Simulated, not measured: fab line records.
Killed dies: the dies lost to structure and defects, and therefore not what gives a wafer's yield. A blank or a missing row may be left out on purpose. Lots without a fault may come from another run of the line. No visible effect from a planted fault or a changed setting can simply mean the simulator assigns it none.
fab line records	flow n5_finfet
[record] lots = 6	wafers = 18	last_day = 17
route steps=1938 shown PMOS_HMC_CHANNEL_EPI@61 BEOL_M4@1111 PASSIVATION@1936
lots that met no fault: from a run of the same line without faults
start_h: start of the lot's first displayed wafer, in hours after the record's first day	wait_h: hours from the lot's prior step to this one	" as in the row above	L1.1+2: a row that stands for several wafers	- no value, or no start given	* or withheld: withheld	< > ~ a bound
route shown NAME@n: names a module that has steps shown in the file, with the first one's number in the route	usual: mean and standard deviation over wafers with no fault	same: alike in all rows	chamber/n: place in a boat	sites: the reading at each site	_std_site: how widely they spread, as a standard deviation	_edge_site: outer sites' mean less inner sites'	radius_mm: how far each site lies from the wafer's centre	mask NAME#n: copy n	behind: tool/chamber where the wafer was last shaped	hold: reason for holding the lot/hours on hold/outcome of the hold	device: the n, p or np transistor that did not switch	end of line: the tests these same wafers got at the end of their route	where a step has no rows: the recipe by itself	killed: dies lost to structure and defects at the first sort, not the wafer's yield	map: the dies of a wafer, with x for killed, . for not killed, _ for no die there
set.NAME: the run value of the setting; set.NAME@STEP: its run value at that earlier step	model.NAME: the simulator's own value behind a step, which no gauge read
lots at selected steps of the route; one table per step, one row per wafer
services: the hour from which a tool's chamber was out of use, counted from the record's first day as start_h (under 0 if before that day), plus the number of hours and why
[[steps]]
[step N5_PMOS_HMC_CHANNEL_EPI_SOFTBAKE_04]
[recipe] temp_c = 110	time_s = 60	resist = CAR-ArF-block
[step N5_PMOS_HMC_CHANNEL_EPI_EXPOSE_06]
[recipe] mask_id = PMOS_HMC_BLK	na = 1.35	source_shape = conventional	sigma_outer = 0.8	polarization = unpolarized	target_cd_nm = 240	dose_mj = 41
[step N5_PMOS_HMC_CHANNEL_EPI_PEB_07]
[recipe] peb_temp_c = 110	peb_time_s = 60	resist = CAR-ArF-block
[step N5_PMOS_HMC_CHANNEL_EPI_DEVELOP_08]
[recipe] develop_time_s = 30	developer = TMAH	resist = CAR-ArF-block	dev_temp_c = 23	rinse_liquid = diw	dry = air_spin
[step N5_PMOS_HMC_CHANNEL_EPI_CD_MEAS_09]
[recipe] target_cd_nm = 237.4	landing_energy_ev = 500	detector = se_inlens
[usual] cd_nm = 237.1/0.76
lot.wafer	tool	chamber	start_h	wait_h	cd_nm
L300.3	cd_sem-02	0	16.87	-	236.6
L300.4	"	0	"	"	236.7
L300.5	"	0	"	"	237.0
L304.1	cd_sem-03	0	40.89	-	236.9
L304.2	"	0	"	"	237.0
L304.4	"	0	"	"	238.4
L311.2	cd_sem-03	0	83.79	-	239.0
L311.3	"	0	"	"	237.2
L311.4	"	0	"	"	238.6
L320.1	cd_sem-02	0	137.39	-	237.2
L320.4	"	0	"	"	237.1
L320.6	"	0	"	"	237.3
L321.1	cd_sem-02	0	143.42	-	236.1
L321.2	"	0	"	"	236.5
L321.6	"	0	"	"	236.8
L323.4	cd_sem-01	0	155.68	-	237.2
L323.5	"	0	"	"	238.6
L323.6	"	0	"	"	237.7
[step N5_PMOS_HMC_CHANNEL_EPI_OVL_MEAS_10]
[recipe] points_per_wafer = 44
[usual] PMOS_HMC_BLK_OVL = -0.3/0.83
lot.wafer	tool	chamber	start_h	wait_h	PMOS_HMC_BLK_OVL[nm]
L300.3	overlay-02	0	16.90	0.0	0.0
L300.4	"	0	"	"	-0.7
L300.5	"	0	"	"	-0.1
L304.1	overlay-02	0	40.93	0.0	0.7
L304.2	"	0	"	"	-0.6
L304.4	"	0	"	"	-0.2
L311.2	overlay-02	0	83.82	0.0	-2.0
L311.3	"	0	"	"	-1.2
L311.4	"	0	"	"	-0.2
L320.1	overlay-01	0	137.42	0.0	0.9
L320.4	"	0	"	"	0.8
L320.6	"	0	"	"	1.9
L321.1	overlay-02	0	143.45	0.0	-0.7
L321.2	"	0	"	"	-1.3
L321.6	"	0	"	"	-1.6
L323.4	overlay-02	0	155.70	0.0	-0.6
L323.5	"	0	"	"	-1.9
L323.6	"	0	"	"	0.0
[step N5_PMOS_HMC_CHANNEL_EPI_INSPECT_11]
[recipe] mode = adi	inspect_instrument = macro
[usual] raw_defect_count = 1.8/1.3
lot.wafer	tool	chamber	start_h	wait_h	raw_defect_count
L300.3	defect_inspect-02	-	16.93	0.0	2
L300.4	"	-	"	"	0
L300.5	"	-	"	"	0
L304.1	defect_inspect-02	-	40.95	0.0	2
L304.2	"	-	"	"	1
L304.4	"	-	"	"	3
L311.2	defect_inspect-01	-	83.85	0.0	4
L311.3	"	-	"	"	1
L311.4	"	-	"	"	3
L320.1	defect_inspect-01	-	137.44	0.0	3
L320.4	"	-	"	"	3
L320.6	"	-	"	"	0
L321.1	defect_inspect-02	-	143.48	0.0	2
L321.2	"	-	"	"	1
L321.6	"	-	"	"	2
L323.4	defect_inspect-01	-	155.73	0.0	3
L323.5	"	-	"	"	0
L323.6	"	-	"	"	0
[step N5_PMOS_HMC_CHANNEL_EPI_DESCUM_14]
[recipe] chemistry = O2	time_s = 7.9	source_power_w = 50	bias_power_w = 20	pressure_mtorr = 20	rf_frequency_hz = 2.712e+07	temp_c = 40	resist = CAR-ArF-block	o2_flow_sccm = 225
[usual] drypump_motor_current_A = 5.6/0.42	oes_product_au = 0.82/0.1	rf_vpp_V = 243.4/1.4	showerhead_plenum_p_Torr = 2.11/0.084	throttle_valve_pct = 20.45/0.21
lot.wafer	tool	chamber	start_h	wait_h	drypump_motor_current_A	oes_product_au	rf_hours_counter_h	rf_vpp_V	showerhead_plenum_p_Torr	throttle_valve_pct
L300.3	rie_diel-03	3	16.96	0.0	4.7	1.00	0	242.4	2.05	20.53
L300.4	"	3	"	"	4.7	0.99	-	242.2	2.05	20.51
L300.5	"	2	"	"	5.4	0.89	-	245.0	2.23	20.66
L304.1	rie_diel-01	3	40.98	0.0	5.4	1.02	0	244.2	2.14	20.27
L304.2	"	0	"	"	5.1	0.96	9	245.7	2.24	20.41
L304.4	"	2	"	"	5.5	0.72	202	242.2	2.08	20.50
L311.2	rie_diel-01	2	84.12	0.3	5.5	0.71	217	241.7	2.07	20.53
L311.3	"	1	"	"	6.0	0.96	2	246.6	2.24	19.95
L311.4	"	3	"	"	5.4	0.94	15	243.8	2.14	20.31
L320.1	rie_diel-04	3	137.48	0.0	6.5	0.72	202	240.9	1.99	20.53
L320.4	"	0	"	"	5.8	0.69	231	245.1	2.14	20.54
L320.6	"	1	"	"	5.7	0.85	-	243.4	2.04	20.12
L321.1	rie_diel-03	3	143.51	0.0	4.7	0.87	39	243.6	2.04	20.58
L321.2	"	1	"	"	5.9	0.89	28	243.6	2.14	20.32
L321.6	"	1	"	"	5.9	0.90	-	244.1	2.14	20.34
L323.4	rie_diel-04	0	155.76	0.0	5.8	0.68	236	243.8	2.14	20.53
L323.5	"	1	"	"	5.7	0.85	-	242.1	2.04	20.11
L323.6	"	0	"	"	5.8	0.68	-	244.4	2.14	20.54
[step N5_PMOS_HMC_CHANNEL_EPI_ETCH_32]
[recipe] chemistry = N2/H2	target = BARC	stop_on = SiO2	target_depth_a = 858	over_etch_frac = 0.3	time_s = 50.3	ion_energy_ev = 200	mask_material = CAR-ArF-block	pressure_mtorr = 30	source_w = 840	bias_w = 150	n2_flow_sccm = 200	h2_flow_sccm = 200
[usual] bias_w = 150.0/0.37	chamber_pressure_mTorr = 30.000/0.025	drypump_motor_current_A = 5.6/0.42	n2_flow_sccm = 200.1/0.6	oes_product_au = 0.70/0.085	rf_vpp_V = 524.4/2.8	showerhead_plenum_p_Torr = 2.56/0.099	throttle_valve_pct = 17.87/0.21
lot.wafer	tool	chamber	start_h	wait_h	bias_w	chamber_pressure_mTorr	drypump_motor_current_A	n2_flow_sccm	oes_product_au	rf_hours_counter_h	rf_vpp_V	showerhead_plenum_p_Torr	throttle_valve_pct
L300.3	rie_diel-03	3	16.99	0.0	149.6	29.984	4.8	199.9	0.83	0	522.7	2.50	17.92
L300.4	"	3	"	"	149.3	29.963	4.7	200.1	0.85	-	521.7	2.50	17.93
L300.5	"	2	"	"	150.2	29.980	5.4	199.0	0.76	-	526.5	2.70	18.02
L304.1	rie_diel-01	3	41.02	0.0	151.2	30.035	5.4	200.2	0.84	0	525.3	2.61	17.69
L304.2	"	0	"	"	150.5	29.974	5.1	200.8	0.81	9	528.0	2.71	17.87
L304.4	"	2	"	"	150.1	30.011	5.6	200.1	0.61	202	523.0	2.53	18.03
L311.2	rie_diel-01	2	84.16	0.0	149.2	29.945	5.6	200.4	0.61	217	523.6	2.52	18.05
L311.3	"	1	"	"	150.3	29.996	6.0	200.6	0.81	2	528.0	2.71	17.30
L311.4	"	3	"	"	150.1	30.021	5.4	200.8	0.79	15	525.0	2.60	17.71
L320.1	rie_diel-04	3	137.51	0.0	149.4	29.982	6.5	199.6	0.62	202	520.6	2.41	17.92
L320.4	"	0	"	"	149.9	29.978	5.8	199.8	0.59	231	525.2	2.61	18.05
L320.6	"	1	"	"	150.0	30.061	5.8	200.9	0.73	-	521.8	2.48	17.57
L321.1	rie_diel-03	3	143.55	0.0	150.1	30.022	4.8	199.3	0.74	39	523.2	2.49	17.97
L321.2	"	1	"	"	150.0	29.998	5.9	199.9	0.76	28	525.7	2.58	17.70
L321.6	"	1	"	"	149.8	30.024	5.9	200.7	0.77	-	526.2	2.58	17.69
L323.4	rie_diel-04	0	155.80	0.0	150.5	30.030	5.8	200.4	0.59	236	525.4	2.61	18.04
L323.5	"	1	"	"	150.0	29.975	5.7	200.0	0.72	-	523.0	2.48	17.59
L323.6	"	0	"	"	150.3	30.014	5.8	199.6	0.59	-	526.4	2.61	18.06
[step N5_PMOS_HMC_CHANNEL_EPI_HM_OPEN_15]
[recipe] chemistry = CHF3/O2	target = SiO2	mask_material = CAR-ArF-block	target_depth_a = 406	CHF3_flow_sccm = 50	O2_flow_sccm = 5	Ar_flow_sccm = 200	time_s = 20.3	pressure_mtorr = 30	source_w = 650	bias_w = 170	ion_energy_ev = 200
[usual] drypump_motor_current_A = 5.6/0.42	oes_o_777_au = 0.82/0.099	oes_product_au = 0.82/0.1	rf_vpp_V = 525/5.9	showerhead_plenum_p_Torr = 2.43/0.091	throttle_valve_pct = 18.91/0.23
lot.wafer	tool	chamber	start_h	wait_h	drypump_motor_current_A	oes_o_777_au	oes_product_au	rf_hours_counter_h	rf_vpp_V	showerhead_plenum_p_Torr	throttle_valve_pct
L300.3	rie_diel-03	3	17.04	0.0	4.7	0.97	0.98	0	526	2.37	18.96
L300.4	"	3	"	"	4.8	0.97	0.98	-	526	2.37	18.97
L300.5	"	2	"	"	5.4	0.91	0.89	-	520	2.55	19.07
L304.1	rie_diel-01	3	41.06	0.0	5.4	0.99	1.01	0	530	2.46	18.75
L304.2	"	0	"	"	5.1	0.95	0.95	9	525	2.56	18.77
L304.4	"	2	"	"	5.5	0.72	0.72	202	523	2.40	19.03
L311.2	rie_diel-01	2	84.20	0.0	5.6	0.71	0.71	217	523	2.39	19.06
L311.3	"	1	"	"	6.0	0.96	0.95	2	531	2.56	18.36
L311.4	"	3	"	"	5.4	0.93	0.95	15	533	2.46	18.79
L320.1	rie_diel-04	3	137.56	0.0	6.5	0.74	0.71	202	519	2.30	18.98
L320.4	"	0	"	"	5.8	0.67	0.69	231	536	2.48	19.11
L320.6	"	1	"	"	5.7	0.85	0.85	-	529	2.34	18.51
L321.1	rie_diel-03	3	143.59	0.0	4.7	0.86	0.87	39	523	2.35	19.05
L321.2	"	1	"	"	5.9	0.89	0.90	28	521	2.46	18.80
L321.6	"	1	"	"	5.9	0.89	0.90	-	522	2.46	18.79
L323.4	rie_diel-04	0	155.84	0.0	5.8	0.67	0.69	236	536	2.48	19.13
L323.5	"	1	"	"	5.7	0.84	0.85	-	529	2.34	18.52
L323.6	"	0	"	"	5.8	0.68	0.69	-	536	2.48	19.12
[step N5_PMOS_HMC_CHANNEL_EPI_STRIP_33]
[recipe] chemistry = N2/H2	power_w = 500	temp_c = 40	pressure_mtorr = 50	rf_frequency_hz = 6e+07	overash_fraction = 0.3	bias_power_w = 8	h2_frac = 0.5	n2_flow_sccm = 300	h2_flow_sccm = 300
[usual] drypump_motor_current_A = 5.6/0.42	n2_flow_sccm = 300.0/0.9	oes_product_au = 0.82/0.11	rf_vpp_V = 54.2/1.6	showerhead_plenum_p_Torr = 3.38/0.13	throttle_valve_pct = 18.89/0.23
lot.wafer	tool	chamber	start_h	wait_h	drypump_motor_current_A	n2_flow_sccm	oes_product_au	rf_hours_counter_h	rf_vpp_V	showerhead_plenum_p_Torr	throttle_valve_pct
L300.3	rie_diel-03	3	17.09	0.0	4.7	299.7	0.99	0	56.2	3.31	18.83
L300.4	"	3	"	"	4.8	300.2	0.99	-	53.1	3.31	18.81
L300.5	"	2	"	"	5.4	299.7	0.89	-	58.2	3.56	19.14
L304.1	rie_diel-01	3	41.12	0.0	5.4	298.0	1.02	0	54.9	3.44	18.59
L304.2	"	0	"	"	5.0	300.6	0.97	9	53.4	3.58	19.31
L304.4	"	2	"	"	5.5	299.8	0.72	202	56.2	3.34	19.20
L311.2	rie_diel-01	2	84.25	0.0	5.6	299.1	0.71	217	53.7	3.33	19.20
L311.3	"	1	"	"	6.0	298.3	0.95	2	52.0	3.57	18.35
L311.4	"	3	"	"	5.4	301.0	0.94	15	53.9	3.43	18.62
L320.1	rie_diel-04	3	137.61	0.0	6.5	298.5	0.72	202	52.8	3.20	18.88
L320.4	"	0	"	"	5.8	301.0	0.68	231	56.2	3.45	18.95
L320.6	"	1	"	"	5.7	300.5	0.85	-	55.6	3.28	18.78
L321.1	rie_diel-03	3	143.64	0.0	4.8	300.2	0.87	39	53.5	3.29	18.89
L321.2	"	1	"	"	6.0	300.3	0.89	28	54.8	3.41	18.77
L321.6	"	1	"	"	6.0	300.5	0.90	-	51.9	3.41	18.79
L323.4	rie_diel-04	0	155.89	0.0	5.8	298.4	0.67	236	52.2	3.45	18.95
L323.5	"	1	"	"	5.7	300.6	0.84	-	53.7	3.28	18.80
L323.6	"	0	"	"	5.8	300.1	0.68	-	54.8	3.45	18.96
[step N5_PMOS_HMC_CHANNEL_EPI_STRIP_17]
[recipe] chemistry = SPM	time_s = 750	temp_c = 130	h2so4_h2o2_vol_ratio = 4	dry = ipa_marangoni
[step N5_PMOS_HMC_CHANNEL_EPI_ETCH_38]
[recipe] chemistry = CF4	target = SiO2	target_depth_a = 15	ion_energy_ev = 350	pressure_mtorr = 10	icp_w = 800	bias_w = 400	cf4_flow_sccm = 80
[usual] bias_w = 400.0/1.2	cf4_flow_sccm = 79.99/0.23	drypump_motor_current_A = 5.6/0.38	oes_product_au = 0.994/0.015	throttle_valve_pct = 21.82/0.25
lot.wafer	tool	chamber	start_h	wait_h	bias_w	cf4_flow_sccm	drypump_motor_current_A	oes_product_au	rf_hours_counter_h	throttle_valve_pct	model.SiO2_of_PMOS_HMC_CHANNEL_EPI_HM_DEP_34.thk_nm
L300.3	rie_si-04	0	17.39	0.0	399.7	80.08	5.7	0.987	157	22.20	35.25
L300.4	"	1	"	"	400.8	80.22	4.9	0.971	143	21.71	35.55
L300.5	"	0	"	"	400.1	79.51	5.7	0.989	-	22.23	35.97
L304.1	rie_si-04	3	41.42	0.0	398.6	80.26	5.6	0.983	120	21.86	34.12
L304.2	"	0	"	"	398.7	79.70	5.8	0.978	157	22.23	34.6
L304.4	"	2	"	"	399.0	79.68	5.4	0.994	6	21.93	35.1
L311.2	rie_si-06	0	84.56	0.0	400.2	80.22	5.9	0.991	189	21.82	34.52
L311.3	"	2	"	"	400.0	79.52	5.6	1.020	7	22.04	33.97
L311.4	"	3	"	"	400.4	79.57	5.5	0.986	120	21.98	34.73
L320.1	rie_si-04	3	137.91	0.0	-	-	-	-	-	-	34.77
L320.4	"	2	"	"	-	-	-	-	-	-	36.03
L320.6	"	0	"	"	-	-	-	-	-	-	35.76
L321.1	rie_si-04	2	143.97	0.0	-	-	-	-	-	-	35.84
L321.2	"	0	"	"	-	-	-	-	-	-	35.85
L321.6	"	1	"	"	-	-	-	-	-	-	36.31
L323.4	rie_si-06	3	156.44	0.0	399.4	80.28	5.5	0.986	121	21.98	34.78
L323.5	"	0	"	"	400.4	79.86	5.9	0.992	-	21.84	35.43
L323.6	"	1	"	"	400.9	79.72	5.6	1.010	-	21.51	35.4
[step N5_PMOS_HMC_CHANNEL_EPI_FIN_RECESS_16]
[recipe] chemistry = HBr/Cl2	target = Si	mask_material = SiO2	target_depth_a = 540	time_s = 18	pressure_mtorr = 10	icp_w = 800	bias_w = 75	HBr_flow_sccm = 150	Cl2_flow_sccm = 80
[usual] drypump_motor_current_A = 5.6/0.38	oes_product_au = 0.995/0.012	throttle_valve_pct = 35.54/0.25
lot.wafer	tool	chamber	start_h	wait_h	drypump_motor_current_A	oes_product_au	rf_hours_counter_h	throttle_valve_pct
L300.3	rie_si-04	0	17.41	0.0	5.8	0.991	157	35.84
L300.4	"	1	"	"	4.9	0.983	143	35.58
L300.5	"	0	"	"	5.8	0.994	-	35.82
L304.1	rie_si-04	3	41.44	0.0	5.7	0.994	120	35.53
L304.2	"	0	"	"	5.8	0.980	157	35.84
L304.4	"	2	"	"	5.4	0.995	6	35.63
L311.2	rie_si-06	0	84.58	0.0	5.9	0.988	189	35.37
L311.3	"	2	"	"	5.6	1.017	7	35.82
L311.4	"	3	"	"	5.5	0.987	120	35.76
L320.1	rie_si-04	3	137.93	0.0	5.7	0.986	122	35.54
L320.4	"	2	"	"	5.4	0.989	8	35.62
L320.6	"	0	"	"	5.8	0.994	-	35.82
L321.1	rie_si-04	2	143.99	0.0	5.4	0.994	8	35.62
L321.2	"	0	"	"	5.7	0.990	159	35.83
L321.6	"	1	"	"	4.9	0.982	-	35.58
L323.4	rie_si-06	3	156.46	0.0	5.5	0.998	121	35.76
L323.5	"	0	"	"	6.0	0.999	-	35.35
L323.6	"	1	"	"	5.6	1.019	-	35.16
[step N5_PMOS_HMC_CHANNEL_EPI_PRECLEAN_36]
[recipe] chemistry = O3/DIW	time_s = 45	temp_c = 22	o3_ppm = 10
[step N5_PMOS_HMC_CHANNEL_EPI_PRECLEAN_18]
[recipe] chemistry = DHF	time_s = 30	temp_c = 25	dilution = withheld
lot.wafer	tool	chamber	start_h	wait_h	model.SiO2_of_PMOS_HMC_CHANNEL_EPI_HM_DEP_34.thk_nm
L300.3	wet_bench-04	5	17.53	0.0	25.55
L300.4	"	6	"	"	25.86
L300.5	"	1	"	"	26.25
L304.1	wet_bench-02	5	41.55	0.0	24.34
L304.2	"	2	"	"	24.89
L304.4	"	1	"	"	25.44
L311.2	wet_bench-06	3	84.69	0.0	24.83
L311.3	"	5	"	"	24.21
L311.4	"	1	"	"	24.88
L320.1	wet_bench-02	4	138.05	0.0	25.02
L320.4	"	0	"	"	26.35
L320.6	"	6	"	"	26.04
L321.1	wet_bench-06	2	144.10	0.0	26.02
L321.2	"	4	"	"	26.03
L321.6	"	6	"	"	26.54
L323.4	wet_bench-02	4	156.58	0.0	24.99
L323.5	"	2	"	"	25.68
L323.6	"	3	"	"	25.62
[step N5_PMOS_HMC_CHANNEL_EPI_SRD_19]
[recipe] dry = ipa_marangoni	do_ppb = 5	time_s = 30	temp_c = 23	rinse_liquid = diw
[step N5_BEOL_M4_RC_MEAS_101]
[usual] DIBL_N = 36.4/1.3	DIBL_P = 36.5/1.7	IOFF_N = 0.154/0.022	IOFF_P = 0.202/0.025	ION_N = 671/9.8	ION_P = 460/6.8	SS_N = 71.6/0.54	SS_P = 73.4/0.58	VT_N = 250.9/2.8	VT_P = -251.4/2.7
lot.wafer	tool	chamber	start_h	wait_h	DIBL_N[mV/V]	DIBL_P[mV/V]	IOFF_N[nA/um]	IOFF_P[nA/um]	ION_N[uA/um]	ION_P[uA/um]	SS_N[mV/dec]	SS_P[mV/dec]	VT_N[mV]	VT_P[mV]
L300.3	prober-01	0	168.19	0.3	39.2	37.6	0.178	0.219	674	463	72.4	74.0	250.6	-252.2
L300.4	"	0	"	"	39.8	39.4	0.197	0.238	675	463	72.7	74.7	245.5	-250.4
L300.5	"	0	"	"	37.8	36.3	0.156	0.205	671	460	71.9	73.5	251.4	-251.0
L304.1	prober-02	0	177.79	0.0	37.4	36.4	0.146	0.175	659	448	71.6	73.0	250.6	-255.2
L304.2	"	0	"	"	38.3	38.3	0.163	0.193	662	447	71.6	73.2	253.5	-253.6
L304.4	"	0	"	"	37.6	37.2	0.156	0.190	678	459	70.8	73.3	251.2	-256.1
L311.2	prober-02	0	228.47	0.2	35.5	35.4	0.131	0.175	662	455	70.8	72.9	251.4	-254.1
L311.3	"	0	"	"	36.2	36.6	0.145	0.188	664	455	72.4	72.8	251.6	-253.5
L311.4	"	0	"	"	37.1	37.8	0.162	0.208	674	457	71.9	73.6	248.3	-252.8
L321.1	prober-02	0	287.30	0.0	36.3	38.6	0.164	0.216	668	460	72.2	73.7	250.2	-250.6
L321.2	"	0	"	"	36.8	39.9	0.183	0.232	689	467	72.2	74.2	248.2	-252.3
L321.6	"	0	"	"	37.6	40.3	0.190	0.243	678	461	71.9	74.7	247.6	-248.9
L320.1	prober-01	0	295.71	0.0	37.2	37.3	0.181	0.229	686	466	71.5	74.3	246.2	-252.0
L320.4	"	0	"	"	37.4	36.9	0.176	0.230	676	461	72.2	74.3	249.3	-249.1
L320.6	"	0	"	"	37.0	36.0	0.167	0.210	672	453	71.8	73.7	251.2	-250.0
L323.4	prober-01	0	306.06	0.5	36.5	37.8	0.169	0.209	689	468	71.7	74.0	248.4	-249.1
L323.5	"	0	"	"	34.7	35.4	0.129	0.166	667	451	71.6	73.0	252.9	-251.2
L323.6	"	0	"	"	36.7	38.3	0.172	0.206	689	462	72.6	72.5	248.4	-251.7
[step N5_PASSIVATION_PROBE_49]
[usual] defect_limited_yield = 91.1/1.3	killed_at_M0_to_M3 = 34/10	killed_at_M4_up = 14/5.7	killed_at_contacts = 12/5.9	killed_at_front_end = 41/12	killed_at_other = 4/3.1	killed_dies = 105/15	killed_open = 69/11	killed_short = 35/7.8	sort_bin_5_function = 5.3/0.81	sort_bin_6_memory = 3.3/0.75	sort_n_pass = 1075/15	sort_yield_pct = 91.1/1.3
[same] gross_dies = 1180	killed_at_back_side = 0	sort_bin_4_leakage[%] = 0	sort_bin_8_speed[%] = 0
lot.wafer	tool	chamber	start_h	wait_h	defect_limited_yield[%]	killed_at_M0_to_M3	killed_at_M4_up	killed_at_contacts	killed_at_front_end	killed_at_other	killed_dies	killed_open	killed_short	sort_bin_5_function[%]	sort_bin_6_memory[%]	sort_n_pass	sort_yield_pct[%]
L300.3	prober-02	-	267.89	0.1	93.4	23	17	7	29	2	78	53	23	4.5	2.0	1102	93.4
L300.4	prober-02	-	267.94	0.2	91.7	21	22	7	45	3	98	68	22	4.4	3.0	1082	91.7
L300.5	prober-02	-	267.99	0.2	93.2	25	11	17	25	2	80	53	27	3.4	3.1	1100	93.2
L311.2	prober-02	-	336.82	0.1	92.8	27	14	15	22	7	85	54	29	4.6	2.2	1095	92.8
L311.3	prober-02	-	336.87	0.1	91.3	57	6	12	23	5	103	77	26	5.4	2.9	1077	91.3
L311.4	prober-02	-	336.92	0.2	91.5	32	17	17	32	2	100	57	43	5.2	2.7	1080	91.5
L321.1	prober-01	-	391.90	0.0	89.8	26	25	10	47	12	120	84	34	4.6	5.6	1060	89.8
L321.2	prober-01	-	391.95	0.1	89.2	34	22	25	43	3	127	89	37	6.2	3.9	1053	89.2
L321.6	prober-01	-	392.15	0.3	91.2	42	17	1	36	8	104	71	31	5.3	3.4	1076	91.2
L323.4	prober-01	-	403.55	0.2	91.4	44	7	14	30	6	101	60	38	5.3	2.9	1079	91.4
L323.5	prober-01	-	403.60	0.2	91.5	35	17	16	24	8	100	60	31	4.2	3.6	1080	91.5
L323.6	prober-01	-	403.65	0.3	89.0	44	23	11	47	5	130	91	37	6.9	3.6	1050	89.0
// killed by level:class
L300.3 BEOL_M3:geometric_particle:open=7 FIN_SAQP:geometric_particle:open=6 MOL_CONTACT_COAG:geometric_particle:open=5 FIN_SAQP:geometric_particle:short=5 BEOL_M8:geometric_particle:open=5 FIN_CUT:geometric_particle:open=4 BEOL_M0_SAQP:geometric_particle:open=4 BEOL_M4:geometric_particle:open=4
L300.4 BEOL_M4:geometric_particle:open=12 STI_FIN_REVEAL:geometric_particle:open=10 HKMG_FIN:area_etch=8 FIN_SAQP:geometric_particle:open=7 BEOL_M3:geometric_particle:open=6 MOL_CONTACT_COAG:geometric_particle:open=5 BEOL_M2:geometric_particle:open=5 STARTING-WAFER:geometric_particle:open=4
L300.5 MOL_CONTACT_COAG:geometric_particle:open=15 FIN_SAQP:geometric_particle:short=8 DUMMY_GATE:geometric_particle:open=7 BEOL_M0_SAQP:geometric_particle:short=6 BEOL_M1:geometric_particle:open=6 BEOL_M0_SAQP:geometric_particle:open=5 BEOL_M4:geometric_particle:open=4 STI_FIN_REVEAL:geometric_particle:open=3
L311.2 BEOL_M2:geometric_particle:open=11 MOL_CONTACT_COAG:geometric_particle:open=9 MOL_CONTACT_COAG:geometric_particle:short=6 BEOL_M0_SAQP:geometric_particle:open=5 BEOL_M2:geometric_particle:short=5 STI_FIN_REVEAL:geometric_particle:open=4 BEOL_M4:geometric_particle:open=3 BEOL_M4:geometric_particle:short=3
L311.3 BEOL_M2:geometric_particle:open=14 MOL_CONTACT_COAG:geometric_particle:open=12 BEOL_M3:geometric_particle:open=12 BEOL_M0_SAQP:geometric_particle:short=8 BEOL_M0_SAQP:geometric_particle:open=8 STI_FIN_REVEAL:geometric_particle:open=5 GATE_CUT:geometric_particle:open=5 BEOL_M1:geometric_particle:open=5
L311.4 BEOL_M2:geometric_particle:open=16 MOL_CONTACT_COAG:geometric_particle:open=9 BEOL_M4:geometric_particle:open=9 MOL_CONTACT_COAG:geometric_particle:short=8 GATE_CUT:geometric_particle:short=7 DUMMY_GATE:geometric_particle:short=5 FIN_SAQP:geometric_particle:short=4 BEOL_M0_SAQP:geometric_particle:short=4
L321.1 BEOL_M0_SAQP:geometric_particle:open=11 BEOL_M4:geometric_particle:open=10 STI_FIN_REVEAL:geometric_particle:open=9 FIN_SAQP:geometric_particle:short=6 FIN_SAQP:geometric_particle:open=6 MOL_CONTACT_COAG:geometric_particle:open=6 BEOL_M3:geometric_particle:open=6 MIM_TOP_ETCH:geometric_particle:short=6
L321.2 MOL_CONTACT_COAG:geometric_particle:open=22 BEOL_M0_SAQP:geometric_particle:short=12 BEOL_M0_SAQP:geometric_particle:open=11 FIN_SAQP:geometric_particle:open=9 STI_FIN_REVEAL:geometric_particle:open=8 BEOL_M4:geometric_particle:open=8 BEOL_M5:geometric_particle:open=5 DUMMY_GATE:geometric_particle:open=4
L321.6 BEOL_M0_SAQP:geometric_particle:short=15 STI_FIN_REVEAL:geometric_particle:open=12 BEOL_M2:geometric_particle:open=10 BEOL_M0_SAQP:geometric_particle:open=9 FIN_SAQP:geometric_particle:open=8 BEOL_M4:geometric_particle:open=7 MIM_TOP_ETCH:geometric_particle:short=4 BEOL_M5:geometric_particle:open=4
L323.4 BEOL_M1:geometric_particle:open=11 FIN_SAQP:geometric_particle:open=9 FIN_SAQP:geometric_particle:short=9 MOL_CONTACT_COAG:geometric_particle:open=9 BEOL_M0_SAQP:geometric_particle:short=9 BEOL_M0_SAQP:geometric_particle:open=8 BEOL_M3:geometric_particle:open=8 MOL_CONTACT_COAG:geometric_particle:short=5
L323.5 MOL_CONTACT_COAG:geometric_particle:open=14 BEOL_M3:geometric_particle:open=9 STI_FIN_REVEAL:geometric_particle:open=8 BEOL_M0_SAQP:geometric_particle:open=7 BEOL_M0_SAQP:geometric_particle:short=6 FIN_SAQP:geometric_particle:short=4 BEOL_M1:geometric_particle:open=4 BEOL_M2:geometric_particle:open=4
L323.6 STI_FIN_REVEAL:geometric_particle:open=11 BEOL_M1:geometric_particle:open=11 FIN_SAQP:geometric_particle:open=10 BEOL_M0_SAQP:geometric_particle:open=10 MOL_CONTACT_COAG:geometric_particle:open=9 BEOL_M0_SAQP:geometric_particle:short=9 BEOL_M3:geometric_particle:open=8 BEOL_M4:geometric_particle:open=7
[[services]]
tool	chamber	start_h	hours	kind
wet_bench-02	-	-4.70	3.9	repair
rie_diel-01	0	5.58	-	clean
rie_diel-01	0	5.58	-	consumable_replace:focus_ring
rie_diel-01	0	5.58	-	consumable_replace:showerhead
rie_diel-01	0	5.58	15.8	scheduled_down
rie_diel-01	0	5.58	15.8	vent_cycle
rie_diel-03	1	15.74	-	clean
rie_diel-03	1	15.74	-	consumable_replace:focus_ring
rie_diel-03	1	15.74	24.9	scheduled_down
rie_diel-03	1	15.74	24.9	vent_cycle
rie_diel-03	0	17.93	3.8	repair
rie_diel-01	3	21.93	-	clean
rie_diel-01	3	44.83	2.5	repair
rie_diel-04	1	89.19	5.1	repair
wet_bench-02	-	97.30	1.0	repair
rie_diel-01	0	102.36	22.0	repair
wet_bench-04	-	103.89	2.0	repair
rie_diel-04	1	105.96	14.5	repair
rie_diel-04	3	120.72	9.8	repair
wet_bench-02	-	121.53	4.4	pm
rie_si-04	-	133.87	0.3	repair
rie_si-06	3	134.24	2.9	repair
rie_diel-03	2	147.89	8.5	repair
rie_diel-04	-	150.63	0.2	repair
[[key]]
[first_sign] step = N5_PMOS_HMC_CHANNEL_EPI_ETCH_38	reading = tool_record	direction = missing
effect none on later readings
[model_effect] step = N5_PMOS_HMC_CHANNEL_EPI_ETCH_38	value = SiO2_of_PMOS_HMC_CHANNEL_EPI_HM_DEP_34.thk_nm	without = 34.27	struck = 35.76
[model_effect] step = N5_PMOS_HMC_CHANNEL_EPI_PRECLEAN_18	value = SiO2_of_PMOS_HMC_CHANNEL_EPI_HM_DEP_34.thk_nm	without = 24.5	struck = 26
met_at N5_PMOS_HMC_CHANNEL_EPI_ETCH_38
struck_wafers L320.1,L320.4,L320.6,L321.1,L321.2,L321.6
onset_between 41.42 137.91
[fault] kind = skipped_step_whole	tool = rie_si-04	chamber = -	onset_h = 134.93	steps = N5_PMOS_HMC_CHANNEL_EPI_ETCH_38	scope = struck_lots_only
